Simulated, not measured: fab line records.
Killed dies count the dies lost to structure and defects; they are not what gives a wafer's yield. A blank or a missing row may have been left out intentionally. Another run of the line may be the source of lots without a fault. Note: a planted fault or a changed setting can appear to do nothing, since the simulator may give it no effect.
fab line records || flow n5_finfet
[record] {"lots": 4, "wafers": 12, "last_day": 14}
route steps=1938 shown BEOL_M7@1300 BEOL_M8@1332 PASSIVATION@1936
lots that met no fault: taken from a fault-free run of the same line
start_h: hours from the record's first day to the start of the lot's first wafer shown || wait_h: time in hours since the lot's previous step || " as in the row above || L1.1+2: several wafers, shown together as one row || - either no value or no given start || * or withheld: withheld || < > ~ a bound
route shown NAME@n: names a module that has steps shown in the file, with the first one's number in the route || usual: mean and standard deviation over wafers with no fault || same: alike in all rows || chamber/n: place in a boat || sites: the reading at each site || _std_site: their standard deviation || _edge_site: mean of outer sites minus mean of inner sites || radius_mm: for every site, how far away it sits from the centre of the wafer || mask NAME#n: copy n || behind: the most recent tool/chamber to have shaped the wafer || hold: the reason the lot was held/the length of the hold in hours/how it ended || device: the n, p or np transistor that did not switch || end of line: tests of these same wafers at the route's end || a step given without rows: its recipe and nothing more || killed: at the first sort, the dies lost to defects and structure; wafer yield is something else || map: dies across one wafer; x = killed, . = not, _ = none there
set.NAME: setting as actually run; set.NAME@STEP: the setting as run at that earlier step || model.NAME: the simulator's own value behind a step, which no gauge read
lots seen at some steps along the route; tables by step, rows by wafer
services: the hour from which a tool's chamber was out of use, counted from the record's first day as start_h (under 0 if before that day), plus the number of hours and why
[[steps]]
[step N5_BEOL_M7_ETCH_72]
[recipe] {"chemistry": "N2/H2", "target": "underlayer", "target_depth_a": 65, "mask_material": "CAR-EUV", "time_s": 5.2, "ion_energy_ev": 200, "pressure_mtorr": 30, "source_w": 840, "bias_w": 150, "n2_flow_sccm": 200, "h2_flow_sccm": 200, "ends": "cleared"}
[step N5_BEOL_M7_ETCH_65]
[recipe] {"chemistry": "CF4", "target": "SiARC", "target_depth_a": 156, "mask_material": "CAR-EUV", "time_s": 26, "ion_energy_ev": 80, "pressure_mtorr": 40, "source_w": 545, "bias_w": 36, "Ar_flow_sccm": 100, "cf4_flow_sccm": 100, "ends": "cleared"}
[step N5_BEOL_M7_ETCH_66]
[recipe] {"chemistry": "N2/H2", "target": "SOC", "target_depth_a": 800, "overetch_a": 160, "mask_material": "SiARC", "temp_c": 40, "time_s": 120, "ion_energy_ev": 200, "pressure_mtorr": 30, "source_w": 840, "bias_w": 150, "n2_flow_sccm": 200, "h2_flow_sccm": 200}
[step N5_BEOL_M7_STRIP_69]
[recipe] {"chemistry": "N2/H2", "temp_c": 40, "n2_flow_sccm": 200, "h2_flow_sccm": 200, "rf_frequency_hz": 6e+07}
[step N5_BEOL_M7_STRIP_73]
[recipe] {"chemistry": "N2/H2", "temp_c": 40, "n2_flow_sccm": 200, "h2_flow_sccm": 200, "rf_frequency_hz": 6e+07}
[step N5_BEOL_M7_VIA_ETCH_34]
[recipe] {"chemistry": "C4F6/O2", "target": "SiCOH_lowk", "target_depth_a": 1255, "mask_material": "SOC", "taper_deg": 4, "time_s": 50.5, "ion_energy_ev": 250, "pressure_mtorr": 30, "source_w": 345, "bias_w": 185, "Ar_flow_sccm": 300, "C4F6_flow_sccm": 10, "O2_flow_sccm": 10}
[step N5_BEOL_M7_STRIP_76]
[recipe] {"chemistry": "C4F6/O2", "resist": "SiARC", "rf_frequency_hz": 6e+07}
[step N5_BEOL_M7_STRIP_36]
[recipe] {"chemistry": "N2/H2", "power_w": 450, "temp_c": 40, "pressure_mtorr": 20, "rf_frequency_hz": 6e+07, "overash_fraction": 0.3, "bias_power_w": 7, "h2_frac": 0.5, "n2_flow_sccm": 200, "h2_flow_sccm": 200}
[step N5_BEOL_M7_TRENCH_ETCH_37]
[recipe] {"chemistry": "C4F6/O2", "target_depth_a": 934.78, "target": "SiCOH_lowk", "time_s": 31.2, "ion_energy_ev": 250, "pressure_mtorr": 30, "source_w": 345, "bias_w": 185, "Ar_flow_sccm": 300, "C4F6_flow_sccm": 10, "O2_flow_sccm": 10}
[step N5_BEOL_M7_ETCH_41]
[recipe] {"chemistry": "CH3F/O2", "target": "SiCN", "target_depth_a": 319, "taper_deg": 2, "time_s": 57.8, "ion_energy_ev": 120, "mask_material": "TiN", "pressure_mtorr": 30, "source_w": 395, "bias_w": 75, "Ar_flow_sccm": 150, "CH3F_flow_sccm": 30, "O2_flow_sccm": 20}
[step N5_BEOL_M7_STRIP_80]
[recipe] {"chemistry": "N2/H2", "time_s": 10, "power_w": 450, "temp_c": 40, "pressure_mtorr": 20, "rf_frequency_hz": 6e+07, "bias_power_w": 7, "n2_flow_sccm": 200, "h2_flow_sccm": 200}
[step N5_BEOL_M7_HM_STRIP_39]
[recipe] {"chemistry": "peroxide_tin_strip", "material": "TiN", "target_depth_a": 250, "temp_c": 50, "time_s": 158}
[same] {"time_s": 158}
{"lot.wafer": "L777.1+3+6", "tool": "wet_bench-06", "chamber": "3,2,7", "start_h": 198.05, "wait_h": 0.0}
{"lot.wafer": "L780.1+5+6", "tool": "wet_bench-05", "chamber": "1,4,0", "start_h": 221.48, "wait_h": 0.0}
{"lot.wafer": "L785.4+5+6", "tool": "wet_bench-05", "chamber": "4,6,5", "start_h": 241.56, "wait_h": 0.0}
{"lot.wafer": "L786.1+3+4", "tool": "wet_bench-05", "chamber": "3,2,6", "start_h": 247.85, "wait_h": 0.0}
[step N5_BEOL_M7_SRD_40]
[recipe] {"time_s": 30, "temp_c": 23, "rinse_liquid": "diw", "dry": "ipa_marangoni"}
[step N5_BEOL_M7_PRECLEAN_42]
[recipe] {"chemistry": "residue_remover", "time_s": 60, "temp_c": 40}
[step N5_BEOL_M7_SRD_43]
[recipe] {"time_s": 30, "temp_c": 23, "rinse_liquid": "diw", "dry": "ipa_marangoni"}
[step N5_BEOL_M7_CURE_75]
[recipe] {"temp_c": 370, "time_s": 120, "ambient": "DMADMS/He", "material": "SiCOH_lowk"}
[step N5_BEOL_M7_DEGAS_44]
[recipe] {"ambient": "vacuum", "temp_c": 250, "time_s": 60}
[step N5_BEOL_M7_PRE_CLEAN_45]
[recipe] {"gas": "H2/He", "time_s": 30, "temp_c": 250}
[step N5_BEOL_M7_ALD_77]
[recipe] {"material": "TaN", "target_thk_a": 20, "temp_c": 275, "ald_precursor_family": "PDMAT", "ald_co_reactant": "NH3", "pressure_torr": 3, "carrier_flow_sccm": 1500, "pulse_time_s": 2, "purge_time_s": 3, "co_reactant_purge_time_s": 2, "co_reactant_pulse_time_s": 3, "ald_cycles": 40, "precursor_vessel_temp_c": 75, "precursor_vessel_pressure_torr": 26.25, "precursor_vessel_carrier_sccm": 1000}
[step N5_BEOL_M7_SURFACE_TREAT_79]
[recipe] {"gas": "Ar", "time_s": "*", "ion_energy_ev": "*", "ion_current_ma_cm2": 0.5, "pressure_mtorr": "*", "ar_flow_sccm": 30}
[step N5_BEOL_M7_CVD_78]
[recipe] {"material": "Co", "target_thk_a": 20, "temp_c": "withheld", "precursor": "CCTBA/H2", "pressure_torr": 30, "time_s": 142.3}
[step N5_BEOL_M7_SPUTTER_48]
[recipe] {"material": "Cu", "target_thk_a": 100, "temp_c": -20, "bias_v": 60, "power_w": 26000, "chamber_pressure_pa": 0.13, "time_s": 1.667}
[step N5_BEOL_M7_ECD_50]
[recipe] {"material": "Cu", "target_thk_a": 3000}
[step N5_BEOL_M7_ANNEAL_51]
[recipe] {"temp_c": 225, "time_s": 90, "ambient": "N2"}
[step N5_BEOL_M7_CMP_52]
[recipe] {"stop_on": "SiCOH_lowk", "t_overpolish_s": 6.9, "down_force_psi": 1, "platen_rpm": 50, "clearing_platen_down_force_psi": 1.5, "clearing_platen_rpm": 50, "post_cmp_clean": "cu_alkaline", "target_thk_nm": 80, "clearing_platen_pad_velocity_m_s": 0.99484, "pad_velocity_m_s": 0.99484}
[step N5_BEOL_M7_PRE_CLEAN_55]
[recipe] {"gas": "NH3", "time_s": 15, "temp_c": "withheld", "rf_power_w": 300}
[step N5_BEOL_M7_DEP_56]
[recipe] {"material": "SiCN", "target_thk_a": 100, "temp_c": "withheld", "precursor": "3MS/NH3", "pressure_torr": 3, "rf_w": 202, "time_s": 17.5}
[step N5_BEOL_M8_ILD_DEP_00]
[recipe] {"material": "SiCOH_lowk", "target_thk_a": 1797.5, "temp_c": 300, "precursor": "DEMS/porogen", "pressure_torr": 5, "rf_w": 500, "time_s": 33.4}
[step N5_BEOL_M8_CURE_74]
[recipe] {"temp_c": 385, "time_s": 240, "ambient": "He/Ar", "material": "SiCOH_lowk"}
[step N5_BEOL_M8_PECVD_70]
[recipe] {"material": "SiO2", "target_thk_a": 200, "temp_c": 400, "precursor": "TEOS/O2", "pressure_torr": 5.5, "rf_w": 450, "teos_flow_sccm": 53.8, "gas": "O2", "flow_sccm": 3000, "time_s": 22.7}
[step N5_BEOL_M8_HM_DEP_02]
[recipe] {"material": "TiN", "target_thk_a": 200, "temp_c": 25, "chamber_pressure_pa": 0.49996}
[step N5_BEOL_M8_COAT_59]
[recipe] {"resist": "SOC", "temp_c": 250, "time_s": 60, "spin_rpm": 1500, "resist_thk_nm": 100}
[step N5_BEOL_M8_COAT_60]
[recipe] {"resist": "SiARC", "temp_c": 220, "time_s": 60, "spin_rpm": 1500, "resist_thk_nm": 35}
[step N5_BEOL_M8_COAT_05]
[recipe] {"resist": "CAR-ArF", "spin_rpm": 1500, "resist_thk_nm": 90}
[step N5_BEOL_M8_EBR_07]
[recipe] {"solvent": "PGMEA", "ebr_width_mm": 1.5}
[step N5_BEOL_M8_SOFTBAKE_06]
[recipe] {"temp_c": 110, "time_s": 60, "resist": "CAR-ArF"}
[step N5_PASSIVATION_PROBE_49]
[usual] {"defect_limited_yield": "91.1/1.6", "killed_at_M0_to_M3": "35/11", "killed_at_M4_up": "13/5.4", "killed_at_contacts": "13/6.5", "killed_at_front_end": "40/14", "killed_at_other": "4/3.1", "killed_dies": "105/18", "killed_on_rim": "14/4.1", "killed_open": "69/14", "killed_short": "34/7.3", "sort_bin_5_function": "5.2/0.96", "sort_bin_6_memory": "3.4/0.77", "sort_bin_8_speed": "0.02/0.13", "sort_n_pass": "1075/19", "sort_yield_pct": "91.1/1.6"}
[same] {"gross_dies": 1180, "killed_at_back_side": 0, "sort_bin_4_leakage[%]": 0}
{"lot.wafer": "L777.1", "tool": "prober-01", "chamber": "-", "start_h": 289.63, "wait_h": 0.0, "defect_limited_yield[%]": 93.9, "killed_at_M0_to_M3": 20, "killed_at_M4_up": 21, "killed_at_contacts": 2, "killed_at_front_end": 24, "killed_at_other": 5, "killed_dies": 72, "killed_on_rim": 8, "killed_open": 45, "killed_short": 24, "sort_bin_5_function[%]": 4.4, "sort_bin_6_memory[%]": 1.4, "sort_bin_8_speed[%]": 0, "sort_n_pass": 1108, "sort_yield_pct[%]": 93.9}
{"lot.wafer": "L777.3", "tool": "prober-01", "chamber": "-", "start_h": 289.73, "wait_h": 0.1, "defect_limited_yield[%]": 90.6, "killed_at_M0_to_M3": 38, "killed_at_M4_up": 21, "killed_at_contacts": 17, "killed_at_front_end": 34, "killed_at_other": 1, "killed_dies": 111, "killed_on_rim": 16, "killed_open": 75, "killed_short": 35, "sort_bin_5_function[%]": 5.3, "sort_bin_6_memory[%]": 3.8, "sort_bin_8_speed[%]": 0, "sort_n_pass": 1069, "sort_yield_pct[%]": 90.6}
{"lot.wafer": "L777.6", "tool": "prober-01", "chamber": "-", "start_h": 289.88, "wait_h": 0.3, "defect_limited_yield[%]": 92.2, "killed_at_M0_to_M3": 44, "killed_at_M4_up": 15, "killed_at_contacts": 6, "killed_at_front_end": 24, "killed_at_other": 3, "killed_dies": 92, "killed_on_rim": 9, "killed_open": 55, "killed_short": 33, "sort_bin_5_function[%]": 4.8, "sort_bin_6_memory[%]": 2.8, "sort_bin_8_speed[%]": 0, "sort_n_pass": 1088, "sort_yield_pct[%]": 92.2}
{"lot.wafer": "L780.1", "tool": "prober-02", "chamber": "-", "start_h": 290.42, "wait_h": 0.0, "defect_limited_yield[%]": 91.2, "killed_at_M0_to_M3": 42, "killed_at_M4_up": 12, "killed_at_contacts": 8, "killed_at_front_end": 40, "killed_at_other": 2, "killed_dies": 104, "killed_on_rim": 11, "killed_open": 70, "killed_short": 31, "sort_bin_5_function[%]": 5.5, "sort_bin_6_memory[%]": 3.2, "sort_bin_8_speed[%]": 0, "sort_n_pass": 1076, "sort_yield_pct[%]": 91.2}
{"lot.wafer": "L780.5", "tool": "prober-02", "chamber": "-", "start_h": 290.62, "wait_h": 0.2, "defect_limited_yield[%]": 91.2, "killed_at_M0_to_M3": 26, "killed_at_M4_up": 21, "killed_at_contacts": 11, "killed_at_front_end": 43, "killed_at_other": 3, "killed_dies": 104, "killed_on_rim": 19, "killed_open": 68, "killed_short": 35, "sort_bin_5_function[%]": 5.2, "sort_bin_6_memory[%]": 3.6, "sort_bin_8_speed[%]": 0, "sort_n_pass": 1076, "sort_yield_pct[%]": 91.2}
{"lot.wafer": "L780.6", "tool": "prober-02", "chamber": "-", "start_h": 290.67, "wait_h": 0.3, "defect_limited_yield[%]": 90.8, "killed_at_M0_to_M3": 41, "killed_at_M4_up": 15, "killed_at_contacts": 5, "killed_at_front_end": 46, "killed_at_other": 2, "killed_dies": 109, "killed_on_rim": 18, "killed_open": 71, "killed_short": 38, "sort_bin_5_function[%]": 5.1, "sort_bin_6_memory[%]": 3.9, "sort_bin_8_speed[%]": 0, "sort_n_pass": 1071, "sort_yield_pct[%]": 90.8}
{"lot.wafer": "L785.4", "tool": "prober-02", "chamber": "-", "start_h": 313.66, "wait_h": 0.2, "defect_limited_yield[%]": 79.7, "killed_at_M0_to_M3": 27, "killed_at_M4_up": 158, "killed_at_contacts": 10, "killed_at_front_end": 38, "killed_at_other": 7, "killed_dies": 240, "killed_on_rim": 15, "killed_open": 55, "killed_short": 22, "sort_bin_5_function[%]": 12.3, "sort_bin_6_memory[%]": 4.3, "sort_bin_8_speed[%]": 0, "sort_n_pass": 940, "sort_yield_pct[%]": 79.7}
{"lot.wafer": "L785.5", "tool": "prober-02", "chamber": "-", "start_h": 313.71, "wait_h": 0.2, "defect_limited_yield[%]": 80.1, "killed_at_M0_to_M3": 34, "killed_at_M4_up": 135, "killed_at_contacts": 11, "killed_at_front_end": 49, "killed_at_other": 6, "killed_dies": 235, "killed_on_rim": 38, "killed_open": 65, "killed_short": 29, "sort_bin_5_function[%]": 11.0, "sort_bin_6_memory[%]": 4.3, "sort_bin_8_speed[%]": 0, "sort_n_pass": 945, "sort_yield_pct[%]": 80.1}
{"lot.wafer": "L785.6", "tool": "prober-02", "chamber": "-", "start_h": 313.76, "wait_h": 0.3, "defect_limited_yield[%]": 82.8, "killed_at_M0_to_M3": 26, "killed_at_M4_up": 89, "killed_at_contacts": 12, "killed_at_front_end": 69, "killed_at_other": 7, "killed_dies": 203, "killed_on_rim": 28, "killed_open": 87, "killed_short": 33, "sort_bin_5_function[%]": 10.0, "sort_bin_6_memory[%]": 4.2, "sort_bin_8_speed[%]": 0, "sort_n_pass": 977, "sort_yield_pct[%]": 82.8}
{"lot.wafer": "L786.1", "tool": "prober-02", "chamber": "-", "start_h": 327.60, "wait_h": 0.0, "defect_limited_yield[%]": 82.9, "killed_at_M0_to_M3": 22, "killed_at_M4_up": 118, "killed_at_contacts": 15, "killed_at_front_end": 43, "killed_at_other": 4, "killed_dies": 202, "killed_on_rim": 35, "killed_open": 72, "killed_short": 28, "sort_bin_5_function[%]": 11.1, "sort_bin_6_memory[%]": 3.0, "sort_bin_8_speed[%]": 0, "sort_n_pass": 978, "sort_yield_pct[%]": 82.9}
{"lot.wafer": "L786.3", "tool": "prober-02", "chamber": "-", "start_h": 327.70, "wait_h": 0.1, "defect_limited_yield[%]": 86.2, "killed_at_M0_to_M3": 15, "killed_at_M4_up": 101, "killed_at_contacts": 14, "killed_at_front_end": 32, "killed_at_other": 1, "killed_dies": 163, "killed_on_rim": 24, "killed_open": 47, "killed_short": 26, "sort_bin_5_function[%]": 8.9, "sort_bin_6_memory[%]": 2.5, "sort_bin_8_speed[%]": 0, "sort_n_pass": 1017, "sort_yield_pct[%]": 86.2}
{"lot.wafer": "L786.4", "tool": "prober-02", "chamber": "-", "start_h": 327.75, "wait_h": 0.2, "defect_limited_yield[%]": 81.9, "killed_at_M0_to_M3": 26, "killed_at_M4_up": 139, "killed_at_contacts": 18, "killed_at_front_end": 26, "killed_at_other": 5, "killed_dies": 214, "killed_on_rim": 28, "killed_open": 54, "killed_short": 33, "sort_bin_5_function[%]": 11.4, "sort_bin_6_memory[%]": 3.4, "sort_bin_8_speed[%]": 0.17, "sort_n_pass": 964, "sort_yield_pct[%]": 81.7}
// killed by level:class
L777.1 BEOL_M4:geometric_particle:open=10 STI_FIN_REVEAL:geometric_particle:open=7 BEOL_M0_SAQP:geometric_particle:open=7 BEOL_M0_SAQP:geometric_particle:short=4 BEOL_M5:geometric_particle:open=3 STARTING-WAFER:geometric_particle:short=3 STI_FIN_REVEAL:geometric_particle:short=2 DUMMY_GATE:geometric_particle:open=2
L777.3 MOL_CONTACT_COAG:geometric_particle:open=16 BEOL_M0_SAQP:geometric_particle:open=11 BEOL_M0_SAQP:geometric_particle:short=10 FIN_SAQP:geometric_particle:open=6 BEOL_M5:geometric_particle:open=6 STI_FIN_REVEAL:geometric_particle:open=5 GATE_CUT:geometric_particle:short=5 GATE_CUT:geometric_particle:open=4
L777.6 BEOL_M0_SAQP:geometric_particle:short=10 BEOL_M0_SAQP:geometric_particle:open=9 STI_FIN_REVEAL:geometric_particle:open=6 GATE_CUT:geometric_particle:short=6 BEOL_M3:geometric_particle:open=6 BEOL_M1:geometric_particle:open=5 BEOL_M2:geometric_particle:open=5 BEOL_M0_CUTY:coat_microbubble_printed=4
L780.1 FIN_SAQP:geometric_particle:open=15 BEOL_M0_SAQP:geometric_particle:short=11 MOL_CONTACT_COAG:geometric_particle:open=8 BEOL_M0_SAQP:geometric_particle:open=8 BEOL_M2:geometric_particle:open=8 FIN_SAQP:geometric_particle:short=7 STI_FIN_REVEAL:geometric_particle:open=5 BEOL_M3:geometric_particle:open=5
L780.5 FIN_SAQP:geometric_particle:open=11 STI_FIN_REVEAL:geometric_particle:open=11 MOL_CONTACT_COAG:geometric_particle:open=10 BEOL_M4:geometric_particle:open=8 FIN_SAQP:geometric_particle:short=7 BEOL_M0_SAQP:geometric_particle:short=6 BEOL_M2:geometric_particle:open=6 BEOL_M0_SAQP:geometric_particle:open=5
L780.6 STI_FIN_REVEAL:geometric_particle:open=10 BEOL_M0_SAQP:geometric_particle:open=10 FIN_SAQP:geometric_particle:open=9 BEOL_M0_SAQP:geometric_particle:short=8 BEOL_M2:geometric_particle:open=7 BEOL_M4:geometric_particle:open=7 STARTING-WAFER:geometric_particle:short=7 FIN_SAQP:geometric_particle:short=6
L785.4 BEOL_M7:unspecified=153 MOL_CONTACT_COAG:geometric_particle:open=9 HKMG_FIN:area_etch=8 BEOL_M0_SAQP:geometric_particle:open=7 FIN_SAQP:geometric_particle:open=6 STI_FIN_REVEAL:geometric_particle:open=5 BEOL_M1:geometric_particle:open=5 BEOL_M0_SAQP:geometric_particle:short=5
L785.5 BEOL_M7:unspecified=129 FIN_SAQP:geometric_particle:open=12 HKMG_FIN:area_etch=11 BEOL_M3:geometric_particle:open=8 MOL_CONTACT_COAG:geometric_particle:open=8 BEOL_M1:geometric_particle:open=8 STI_FIN_REVEAL:geometric_particle:open=7 FIN_SAQP:geometric_particle:short=6
L785.6 BEOL_M7:unspecified=82 FIN_SAQP:geometric_particle:open=23 STI_FIN_REVEAL:geometric_particle:open=13 FIN_SAQP:geometric_particle:short=10 MOL_CONTACT_COAG:geometric_particle:open=10 BEOL_M3:geometric_particle:open=8 BEOL_M1:geometric_particle:open=7 GATE_CUT:geometric_particle:open=6
L786.1 BEOL_M7:unspecified=102 STI_FIN_REVEAL:geometric_particle:open=13 MOL_CONTACT_COAG:geometric_particle:open=12 BEOL_M0:geometric_particle:open=5 DUMMY_GATE:geometric_particle:open=4 GATE_CUT:geometric_particle:open=4 GATE_CUT:geometric_particle:short=4 BEOL_M0_SAQP:geometric_particle:open=4
L786.3 BEOL_M7:unspecified=89 MOL_CONTACT_COAG:geometric_particle:open=13 BEOL_M4:geometric_particle:open=7 FIN_SAQP:geometric_particle:short=6 BEOL_M0_SAQP:geometric_particle:short=5 STI_FIN_REVEAL:geometric_particle:open=4 ILD0:geometric_particle:short=4 STARTING-WAFER:geometric_particle:open=4
L786.4 BEOL_M7:unspecified=127 MOL_CONTACT_COAG:geometric_particle:open=16 BEOL_M0_SAQP:geometric_particle:short=8 DUMMY_GATE:geometric_particle:open=6 BEOL_M1:geometric_particle:open=6 BEOL_M0_SAQP:geometric_particle:open=5 STARTING-WAFER:geometric_particle:short=5 FIN_SAQP:geometric_particle:short=4
// map L785.4 (x killed, . not)
_________________............________________
______________.................._____________
___________x...........x..x...x.x..__________
__________.........x................_________
________...x....................x...x._______
_______.............................x.x______
______.............x........x.....x.x..._____
_____............................x.......____
____...x.......x....xx.x..........x......x___
___.....x.........x......x.........x.......__
___.........................x..............__
__.........................x.x....x....x...._
__............x.x..x.....x...............x.._
_x............xxxxx.x........xx...x..........
_........x.xxxxxx.xxxx..x....................
_........x.xxxxxxxxxxx.x.......x....x........
_x.x.......xxxxxxxxxxx.xx....................
_....x....xxxxxxxxxxxxxxx.....x..............
_.........xxxxxxxxxxxxxx............x........
_.......xxxxxxxxxxxxxxx....................x.
_.....x.xxxxxxxxxxxxxxxx.....................
__.x.....x.xxxxxxxxxxxxxx.........x........._
__....x.x.xxxxxxxxxxxxx..................x.._
___........xxxxxxxxxxxx.......x....x.......__
___........x.xxxxxxxxx...x.................__
____.x........xx......x...................___
_____..........x.........................____
______.............x..........xx........_____
_______.........x.x.........x...x....xx______
________.........x..x......x.........._______
__________x.x.....xx................_________
___________.............x...x....x.__________
______________..x........x......_____________
_________________....x......x________________
// map L786.4 (x killed, . not)
_________________............________________
______________.................._____________
___________..x..x...x..x..xx.....x.__________
__________.....x.......x.x..x.....x._________
________..................x.......x..._______
_______............x................x..______
______.............x.....x............xx_____
_____..........................x..xxxx..x____
____.............................xxxxxxxx.___
___...............x............x.xxxxxxxxxx__
___.x.............x............xxxxxxxxxxxx__
__..x...x...x...................xxxxxxxxxxxx_
__............................xxxxxxxxxxxxxx_
_.................x.........xx.xxxxxxxxxxxxxx
_.......x.x.....................xxxxxxxxxxxxx
_x.........x.....x..............x.xxxxxxxxxxx
_.......x.....x..................xxxxxxxxxxxx
_.................x............x...xxxxxxxx..
_...x........x..xx...............xx.xx.xxx.x.
_x.x..................................xxx....
_...x................x.....x..........x...x.x
__...................................x....x._
__..............................x.......xx.._
___...x...............x.........x..........__
___.............x...............x..........__
____x...x...............................x.___
_____............x.....x...x.....xx......____
______..................x..............._____
_______.......x.....x.x................______
________....................x........._______
__________.x..................x....._________
___________.x.......x..............__________
______________.....x............_____________
_________________.x...x.x....________________
[[services]]
{"tool": "wet_bench-05", "chamber": "-", "start_h": 242.48, "hours": 1.8, "kind": "repair"}
[[key]]
[first_sign] {"step": "N5_PASSIVATION_PROBE_49", "reading": "killed_at_M4_up", "direction": "up", "sigmas": 20, "usual": 13, "struck": 123}
[effect] {"step": "N5_PASSIVATION_PROBE_49", "reading": "defect_limited_yield", "direction": "down", "sigmas": 5.7, "usual": 91.1, "struck": 82.2}
[more_kills_born_at] {"N5_BEOL_M7_HM_STRIP_39@wet_bench-05": 682}
met_at N5_BEOL_M7_HM_STRIP_39
struck_wafers L785.4,L785.5,L785.6,L786.1,L786.3,L786.4
[baseline_loss] {"step": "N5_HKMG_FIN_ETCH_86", "wafers": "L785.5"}
onset_between 221.48 241.56
also_fits time
[fault] {"kind": "chamber_particle_source", "tool": "wet_bench-05", "chamber": "-", "onset_h": 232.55, "steps": "N5_BEOL_M7_HM_STRIP_39", "rate_per_visit_cm2": 1.5964, "end_h": 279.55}
// baseline_loss: these wafers lose ten dies or more at that step, a loss of the line's own and not of a fault; the sort's usual values leave them out
